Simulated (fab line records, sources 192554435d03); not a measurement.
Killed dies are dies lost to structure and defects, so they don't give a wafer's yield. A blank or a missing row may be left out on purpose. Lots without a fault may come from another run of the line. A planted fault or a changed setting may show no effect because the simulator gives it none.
Chamber matching | flow n5_finfet | N5_PASSIVATION_DESCUM_32 on rie_diel-05: 4 sister chambers
The step chemistry O2, time 7.9 s. 4 wafers are shown with their chamber, then 7 later ones without.

WAFERS WITH THEIR CHAMBER
wafer  | chamber | drypump_motor_current_A (A)
L877.2 | 3       | 6.1
L891.6 | 0       | 5.6
L889.1 | 1       | 6.1
L889.2 | 2       | 5.9

WAFERS WITHOUT THEIR CHAMBER
wafer  | drypump_motor_current_A (A)
L889.4 | 6.1
L897.1 | 6.1
L897.2 | 5.9
L897.4 | 6.0
L896.1 | 5.9
L896.3 | 6.1
L896.6 | 6.1

WHICH CHAMBER EACH WENT THROUGH
wafer  | from the rows above          | in truth
L889.4 | can't be placed: 1 or 3      | 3
L897.1 | can't be placed: 1 or 3      | 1
L897.2 | 2                            | 2
L897.4 | can't be placed: 1 or 2 or 3 | 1
L896.1 | 2                            | 2
L896.3 | can't be placed: 1 or 3      | 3
L896.6 | can't be placed: 1 or 3      | 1
Placed correctly: 2 of 7. Can't be placed from these rows: 5 (the true chamber is among the candidates in 5). Placed wrongly: 0.
How it was worked out, from the rows above alone: a wafer's distance from a chamber is the root of the sum, over the readings, of the square of ((its reading less the chamber's mean) divided by the reading's scatter). The wafer belongs to the nearest chamber; if the next one is less than 2 further off, it can't be placed. A chamber's mean is the mean of its shown wafers. The scatter: with one shown wafer a chamber, the root of the mean of the squares of how far each hidden wafer lies from its nearest shown one.
